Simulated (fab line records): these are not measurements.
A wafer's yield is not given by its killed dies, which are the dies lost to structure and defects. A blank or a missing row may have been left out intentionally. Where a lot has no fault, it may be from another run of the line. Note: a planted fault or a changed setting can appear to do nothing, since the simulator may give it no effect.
fab line records    flow n5_finfet
record lots=3  wafers=9  last_day=19
route steps=1938 shown BEOL_M3@931 BEOL_M4@1111 PASSIVATION@1936
lots with no fault: from the same line, run without faults
start_h: the number of hours between the record's first day and the start of the first shown wafer of the lot    wait_h: hours elapsed since this lot's preceding step    " unchanged from the row above    L1.1+2: a row that stands for several wafers    - no value present, or no start provided    * or withheld: withheld    < > ~ a bound
route shown NAME@n: a module of which the file shows steps, and the number in the route of the first    usual: mean and standard deviation over wafers with no fault    same: alike in all rows    chamber/n: place in a boat    sites: each site's reading    _std_site: the standard deviation of these    _edge_site: outer sites' mean less inner sites'    radius_mm: how far each site lies from the wafer's centre    mask NAME#n: copy n    behind: the most recent tool/chamber to have shaped the wafer    hold: cause of the lot's hold/its duration in hours/its outcome    device: transistor that didn't switch, given as n, p or np    end of line: the same wafers' tests at the end of the route    a step without rows: its recipe alone    killed: dies that structure and defects cost at the first sort, which is not the same as the wafer's yield    map: shows each die of a wafer: x if killed, . if not, _ if none is there
set.NAME: the setting that was run; set.NAME@STEP: the one run at that earlier step    model.NAME: the simulator's own value behind a step, which no gauge read
lots seen at some steps along the route; tables by step, rows by wafer
services: the hour from which a tool's chamber was out of use, counted from the record's first day as start_h (under 0 if before that day), plus the number of hours and why
## steps
# step N5_BEOL_M3_ILD_DEP_00
# recipe material=SiOC  target_thk_a=790  temp_c=350  precursor=DEMS/O2  pressure_torr=5  rf_w=500  time_s=15.3
# step N5_BEOL_M3_PECVD_72
# recipe material=SiO2  target_thk_a=160  temp_c=400  precursor=TEOS/O2  pressure_torr=5.5  rf_w=450  teos_flow_sccm=53.8  gas=O2  flow_sccm=3000  time_s=18
# step N5_BEOL_M3_HM_DEP_02
# recipe material=TiN  target_thk_a=200  temp_c=25  chamber_pressure_pa=0.49996
# step N5_BEOL_M3_COAT_61
# recipe resist=SOC  temp_c=250  time_s=60  spin_rpm=1500  resist_thk_nm=60
# step N5_BEOL_M3_COAT_62
# recipe resist=SiARC  temp_c=220  time_s=60  spin_rpm=1500  resist_thk_nm=12
# step N5_BEOL_M3_COAT_73
# recipe resist=underlayer  temp_c=205  time_s=60  spin_rpm=1500  resist_thk_nm=5
# step N5_BEOL_M3_COAT_05
# recipe resist=CAR-EUV  spin_rpm=1500  resist_thk_nm=30
# step N5_BEOL_M3_EBR_07
# recipe solvent=PGMEA  ebr_width_mm=1.5
# step N5_BEOL_M3_SOFTBAKE_06
# recipe temp_c=110  time_s=60  resist=CAR-EUV
# step N5_BEOL_M3_EXPOSE_08
# recipe mask_id=M3  na=0.33  source_shape=dipole  sigma_inner=0.369  sigma_outer=0.767  polarization=unpolarized  dose_mj=33
# usual exposure_dose_mJ_cm2=32.96/0.04
lot.wafer  tool            chamber  start_h  wait_h  mask  exposure_dose_mJ_cm2
L729.1     euv_scanner-02  0        166.79   -       M3#0  33.00
L729.5     "               0        "        "       M3#0  32.97
L729.6     "               0        "        "       M3#0  32.99
L738.3     euv_scanner-02  0        247.15   -       M3#0  32.91
L738.5     "               0        "        "       M3#0  32.89
L738.6     "               0        "        "       M3#0  32.89
L749.3     euv_scanner-02  0        327.84   -       M3#0  32.91
L749.5     "               0        "        "       M3#0  32.89
L749.6     "               0        "        "       M3#0  32.91
# step N5_BEOL_M3_PEB_09
# recipe peb_temp_c=100  peb_time_s=60  resist=CAR-EUV
# step N5_BEOL_M3_DEVELOP_10
# recipe develop_time_s=30  developer=TMAH  resist=CAR-EUV  rinse_liquid=surfactant_rinse  dry=air_spin  dev_temp_c=23
# step N5_BEOL_M3_DESCUM_16
# recipe chemistry=O2  time_s=7  source_power_w=50  bias_power_w=20  pressure_mtorr=20  rf_frequency_hz=2.712e+07  temp_c=40  resist=CAR-EUV  o2_flow_sccm=225
# step N5_BEOL_M3_ETCH_74
# recipe chemistry=N2/H2  target=underlayer  target_depth_a=65  mask_material=CAR-EUV  time_s=5.2  ion_energy_ev=200  pressure_mtorr=30  source_w=840  bias_w=150  n2_flow_sccm=200  h2_flow_sccm=200  ends=cleared
# step N5_BEOL_M3_ETCH_63
# recipe chemistry=CF4  target=SiARC  target_depth_a=156  mask_material=CAR-EUV  time_s=26  ion_energy_ev=80  pressure_mtorr=40  source_w=545  bias_w=36  Ar_flow_sccm=100  cf4_flow_sccm=100  ends=cleared
# step N5_BEOL_M3_ETCH_64
# recipe chemistry=N2/H2  target=SOC  target_depth_a=750  overetch_a=150  mask_material=SiARC  temp_c=40  time_s=112.5  ion_energy_ev=200  pressure_mtorr=30  source_w=840  bias_w=150  n2_flow_sccm=200  h2_flow_sccm=200
# usual drypump_motor_current_A=5.8/0.38  oes_product_au=0.62/0.068  rf_vpp_V=522.9/2.6  showerhead_plenum_p_Torr=2.51/0.085  throttle_valve_pct=17.92/0.18
lot.wafer  tool         chamber  start_h  wait_h  drypump_motor_current_A  oes_product_au  rf_hours_counter_h  rf_vpp_V  showerhead_plenum_p_Torr  throttle_valve_pct  model.BEOL_M3.cd_offset_nm
L729.1     rie_diel-03  2        168.77   0.0     5.7                      0.55            205                 519.7     2.42                      17.92               0
L729.5     "            2        "        "       5.7                      0.55            -                   518.5     2.42                      17.93               0
L729.6     "            3        "        "       5.5                      0.56            -                   526.1     2.64                      17.95               0
L738.3     rie_diel-03  3        247.57   0.0     5.5                      0.56            192                 526.8     2.63                      17.98               -0.2
L738.5     "            0        "        "       5.9                      0.63            -                   527.5     2.67                      17.98               -0.2
L738.6     "            3        "        "       5.5                      0.55            -                   525.3     2.63                      17.97               0.4
L749.3     rie_diel-02  1        328.49   0.0     5.6                      0.58            200                 520.1     2.42                      18.14               0.4
L749.5     "            2        "        "       6.0                      0.64            -                   521.3     2.46                      17.88               0
L749.6     "            1        "        "       5.6                      0.57            -                   519.2     2.42                      18.17               0
# step N5_BEOL_M3_STRIP_65
# recipe chemistry=N2/H2  temp_c=40  n2_flow_sccm=200  h2_flow_sccm=200  rf_frequency_hz=6e+07
# step N5_BEOL_M3_STRIP_75
# recipe chemistry=N2/H2  temp_c=40  n2_flow_sccm=200  h2_flow_sccm=200  rf_frequency_hz=6e+07
# step N5_BEOL_M3_STRIP_66
# recipe chemistry=CF4  resist=SiARC  power_w=300  bias_power_w=75  pressure_mtorr=50  cf4_flow_sccm=150  rf_frequency_hz=6e+07
# step N5_BEOL_M3_HM_OPEN_17
# recipe chemistry=Cl2/BCl3  target_depth_a=200  overetch_a=60  target=TiN  mask_material=SOC  ion_energy_ev=150  pressure_mtorr=10  icp_w=1000  bias_w=126  Cl2_flow_sccm=53.25  bcl3_flow_sccm=21.75  Ar_flow_sccm=25
# usual drypump_motor_current_A=6.0/0.5  oes_product_au=0.69/0.094  throttle_valve_pct=21.98/0.21
lot.wafer  tool          chamber  start_h  wait_h  drypump_motor_current_A  oes_product_au  rf_hours_counter_h  throttle_valve_pct  model.BEOL_M3.cd_offset_nm
L729.1     rie_metal-03  1        169.42   0.5     5.2                      0.68            37                  21.89               0.2
L729.5     "             0        "        "       5.9                      0.54            -                   21.92               0
L729.6     "             1        "        "       5.2                      0.68            -                   21.90               0
L738.3     rie_metal-02  0        247.77   0.1     5.6                      0.55            -                   22.10               -0.2
L738.5     "             1        "        "       6.0                      0.73            -                   22.36               -0.2
L738.6     "             0        "        "       5.6                      0.54            -                   22.09               0.4
L749.3     rie_metal-02  1        328.69   0.1     6.0                      0.69            -                   22.38               0.4
L749.5     "             0        "        "       5.6                      0.79            -                   21.85               0
L749.6     "             1        "        "       6.0                      0.69            -                   22.38               0
# step N5_BEOL_M3_STRIP_19
# recipe chemistry=O2  power_w=400  temp_c=40  pressure_mtorr=30  rf_frequency_hz=6e+07  bias_power_w=0  overash_fraction=0.2  o2_flow_sccm=225
# step N5_BEOL_M3_COAT_67
# recipe resist=SOC  temp_c=250  time_s=60  spin_rpm=1500  resist_thk_nm=60
# step N5_BEOL_M3_COAT_68
# recipe resist=SiARC  temp_c=220  time_s=60  spin_rpm=1500  resist_thk_nm=12
# step N5_BEOL_M3_COAT_76
# recipe resist=underlayer  temp_c=205  time_s=60  spin_rpm=1500  resist_thk_nm=5
# step N5_BEOL_M3_COAT_22
# recipe resist=CAR-EUV  spin_rpm=1500  resist_thk_nm=30
# step N5_BEOL_M3_EBR_24
# recipe solvent=PGMEA  ebr_width_mm=1.5
# step N5_BEOL_M3_SOFTBAKE_23
# recipe temp_c=110  time_s=60  resist=CAR-EUV
# step N5_BEOL_M3_EXPOSE_25
# recipe mask_id=V2  na=0.33  source_shape=quasar  sigma_inner=0.2  sigma_outer=0.8  polarization=unpolarized  defocus_nm=5  dose_mj=63
# step N5_BEOL_M3_PEB_26
# recipe peb_temp_c=100  peb_time_s=60  resist=CAR-EUV
# step N5_BEOL_M3_DEVELOP_27
# recipe develop_time_s=30  developer=TMAH  resist=CAR-EUV  rinse_liquid=surfactant_rinse  dry=air_spin  dev_temp_c=23
# step N5_BEOL_M3_DESCUM_33
# recipe chemistry=O2  time_s=7  source_power_w=50  bias_power_w=20  pressure_mtorr=20  rf_frequency_hz=2.712e+07  temp_c=40  resist=CAR-EUV  o2_flow_sccm=225
# step N5_BEOL_M3_ETCH_77
# recipe chemistry=N2/H2  target=underlayer  target_depth_a=65  mask_material=CAR-EUV  time_s=5.2  ion_energy_ev=200  pressure_mtorr=30  source_w=840  bias_w=150  n2_flow_sccm=200  h2_flow_sccm=200  ends=cleared
# step N5_BEOL_M4_RC_MEAS_101
# usual DIBL_N=36.5/1.2  DIBL_P=36.5/1.6  IOFF_N=0.162/0.023  IOFF_P=0.221/0.03  ION_N=678/8  ION_P=466/6.3  SS_N=71.6/0.46  SS_P=73.3/0.57  VT_N=249.2/2.6  VT_P=-249/3.3
lot.wafer  tool       chamber  start_h  wait_h  DIBL_N[mV/V]  DIBL_P[mV/V]  IOFF_N[nA/um]  IOFF_P[nA/um]  ION_N[uA/um]  ION_P[uA/um]  SS_N[mV/dec]  SS_P[mV/dec]  VT_N[mV]  VT_P[mV]
L729.1     prober-02  0        227.63   0.0     37.2          38.0          0.155          0.247          671           471           71.4          74.2          250.6     -246
L729.5     "          0        "        "       37.4          38.4          0.161          0.252          672           468           71.6          73.5          248.8     -245
L729.6     "          0        "        "       34.5          35.0          0.117          0.188          664           465           71.2          72.6          255.5     -251
L738.3     prober-01  0        266.31   0.3     38.2          38.9          0.199          0.260          687           467           71.7          74.9          245.0     -247
L738.5     "          0        "        "       37.3          37.8          0.168          0.229          671           458           71.9          73.2          252.6     -250
L738.6     "          0        "        "       36.4          37.0          0.165          0.218          676           468           71.7          73.2          248.3     -251
L749.3     prober-02  0        361.84   0.3     35.3          34.2          0.128          0.175          664           456           70.1          72.8          250.6     -257
L749.5     "          0        "        "       36.8          36.3          0.149          0.200          668           463           71.1          72.9          251.3     -252
L749.6     "          0        "        "       36.7          36.7          0.161          0.210          683           465           71.8          73.6          251.0     -253
# step N5_PASSIVATION_PROBE_49
# usual defect_limited_yield=91.2/1.3  killed_at_M0_to_M3=34/9.2  killed_at_M4_up=14/5  killed_at_contacts=13/6.7  killed_at_front_end=39/12  killed_at_other=4/3.3  killed_dies=104/15  killed_on_rim=14/3.7  killed_open=68/12  killed_short=34/7.5  sort_bin_5_function=5.2/0.87  sort_bin_6_memory=3.3/0.63  sort_n_pass=1076/15  sort_yield_pct=91.2/1.3
# same gross_dies=1180  killed_at_back_side=0  sort_bin_4_leakage[%]=0  sort_bin_8_speed[%]=0
lot.wafer  tool       chamber  start_h  wait_h  defect_limited_yield[%]  killed_at_M0_to_M3  killed_at_M4_up  killed_at_contacts  killed_at_front_end  killed_at_other  killed_dies  killed_on_rim  killed_open  killed_short  sort_bin_5_function[%]  sort_bin_6_memory[%]  sort_n_pass  sort_yield_pct[%]
L738.3     prober-01  -        369.58   0.1     65.4                     340                 12               6                   46                   4                408          49             65           27            20.4                    12.5                  772          65.4
L738.5     prober-01  -        369.68   0.2     58.3                     442                 13               1                   33                   3                492          58             53           17            24.7                    14.4                  688          58.3
# killed by level:class
L738.3 BEOL_M3:area_expose=315 FIN_SAQP:geometric_particle:open=17 STI_FIN_REVEAL:geometric_particle:open=10 BEOL_M1:geometric_particle:open=8 MOL_CONTACT_COAG:geometric_particle:open=5 BEOL_M0_SAQP:geometric_particle:short=5 BEOL_M4:geometric_particle:open=5 BEOL_M4:geometric_particle:short=4
L738.5 BEOL_M3:area_expose=418 BEOL_M4:geometric_particle:open=9 FIN_SAQP:geometric_particle:open=6 BEOL_M0_SAQP:geometric_particle:open=6 FIN_SAQP:geometric_particle:short=5 BEOL_M1:geometric_particle:open=5 STARTING-WAFER:geometric_particle:open=5 STARTING-WAFER:geometric_particle:short=5
# map L738.5 (x killed, . not)
_________________..xx.x.x....________________
______________xxxxxxxx.........x_____________
___________..xxxx..xx..x..xxx...xxx__________
__________x..x.....xx..x.x...xx.xx.._________
________....x....x...x..xx.xxxx..xx.x._______
_______.xxx.xxx...xx..x.........xxx..x.______
______x..xx..x..x.....x...xx...x...x.xxx_____
_____....xx.....x..x..xxx.x.x.xx...x.xx..____
____..x...xx.x..xx.x......x..xx.xxx.xx...x___
___xx..xxx...x.x....x..xxx.x...xx....x.....__
___...x...x..x.xxxxx.xx.x...x...x......x..x__
__...xxx.x.x..xx..xx.xxx...xx..xx....xxxxxx._
__.xxx.x..x..x.x.xxx.xxx.......x...xxxx....._
_xx.x....xx.x.x.x.x.x..x.x..x....x....x..xx.x
_.xx..xx.xx...xx..x.xx..x........xx...x...x..
_..x.xx..x..xx.x..xxxxx.x.x...x.xx.x....x.x..
_.x.....x...x..x..x..x...xx.xx.xx..x.x..x.x.x
_....xx...xx...xx.x......xx...xxx..........xx
_x.x..x.....x..x...xxxx.x....x.xxx.x.x.......
_.x..x.xx.....x..x.....xx.xxx.x.x...xxx....xx
_xxx.x.x..xxx.xx.xxxxxxxx..x....x.x.x...x...x
__xx......xxx..x.....x.x.....x.xx...x.x.x.xx_
__.x...xx..xxx....x...x.........xx..xxx.x..._
___x...xxx..xx..xxxxxx..xx..xxx..xx..xx..x.__
___....x.x...xxxxx..xx....xxxx.x...x..x....__
____...x.x.xx..x.x.xx..xxx..x..x...xxxx...___
_____xxx.x.....x.....xx.x..x.x.xxx..xx...____
______..x.x...x.x.x..x.x.xx.x..x....x.x._____
_______.xx.x..xxxxxxx.x.xxx.x..xx.xx..x______
________...x.x..x....xx.x..x..xx...x.._______
__________x...xx.x....xxx......x.xxx_________
___________xx.xxxx.xxx.x....x.x.x..__________
______________.x......xx..x...x._____________
_________________.xx.......x.________________
# map L749.6 (x killed, . not)
_________________...xx.......________________
______________...x.......x......_____________
___________.x.....x.........x......__________
__________.........................._________
________.x..x.xx...x..........x..x...._______
_______.....x...x.x.............x......______
______.......x.................x........_____
_____...............x..x........x.....x..____
____.....................x.......x........___
___......x...x...xx.......x................__
___..x..x......x.......x...x......x........__
__x...xx..x.................x..............._
__..xx.x.......................x............_
_x.......................x.x..x.x............
_...................xx...x....x........x.....
_................x...x......x.......x........
_...........................................x
_...x.x.....x.................x...x.....x....
_x....................x.x...x.x.x............
_....x.......x..x.......................xx...
_.......................x.................x..
__.........x......x.......x....x............_
__..................x......................._
___........................x.....x.........__
___.....x.....................x.x.......x..__
____.......x................xx..x...x.....___
_____....x..x..............xx............____
______.x.......x........x.....x........._____
_______..........................x..x..______
________.x.....x.................x...._______
__________.........................._________
___________........x..x....x.....xx__________
______________...x...x.........._____________
_________________..........x.________________
## services
tool            chamber  start_h  hours  kind
euv_scanner-02  -        146.75   18.1   repair
rie_diel-02     -        151.09   15.6   pm
euv_scanner-02  -        178.16   28.1   repair
euv_scanner-02  -        206.29   4.6    pm
rie_metal-03    -        212.47   1.0    repair
rie_metal-03    -        214.10   2.8    pm
euv_scanner-02  -        219.95   1.0    pm
euv_scanner-02  -        227.47   2.0    repair
euv_scanner-02  0        236.11   -      calibration
rie_diel-02     -        241.35   2.8    pm
rie_diel-02     3        250.98   4.4    repair
rie_diel-03     3        251.86   6.5    repair
rie_metal-02    -        254.09   14.6   pm
euv_scanner-02  -        262.06   1.0    pm
euv_scanner-02  -        264.95   0.5    repair
rie_metal-02    0        269.00   -      clean
rie_metal-02    0        269.00   16.5   scheduled_down
rie_metal-02    0        269.00   16.5   vent_cycle
rie_diel-02     0        294.77   12.3   repair
rie_diel-03     1        312.30   15.5   repair
euv_scanner-02  -        318.21   1.0    pm
euv_scanner-02  -        319.60   0.5    repair
rie_diel-02     2        322.19   4.5    repair
rie_diel-03     -        327.21   28.1   pm
## key
first_sign step=N5_PASSIVATION_PROBE_49  reading=killed_at_M0_to_M3  direction=up  sigmas=39  usual=34  struck=391
effect step=N5_PASSIVATION_PROBE_49  reading=defect_limited_yield  direction=down  sigmas=23  usual=91.2  struck=61.9
model_effect step=N5_BEOL_M3_ETCH_64  value=BEOL_M3.cd_offset_nm  without=0.2  struck=-0.2
model_effect step=N5_BEOL_M3_HM_OPEN_17  value=BEOL_M3.cd_offset_nm  without=0.2  struck=-0.2
more_kills_born_at N5_BEOL_M3_EXPOSE_08@euv_scanner-02=733
met_at N5_BEOL_M3_EXPOSE_08
struck_wafers L738.3,L738.5
onset_between 166.79 247.15
fault kind=process_parameter_drift  tool=euv_scanner-02  chamber=-  onset_h=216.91  steps=N5_BEOL_M3_EXPOSE_08  channel=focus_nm  offset=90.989  shape=step  end_h=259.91  scope=struck_wafers_only
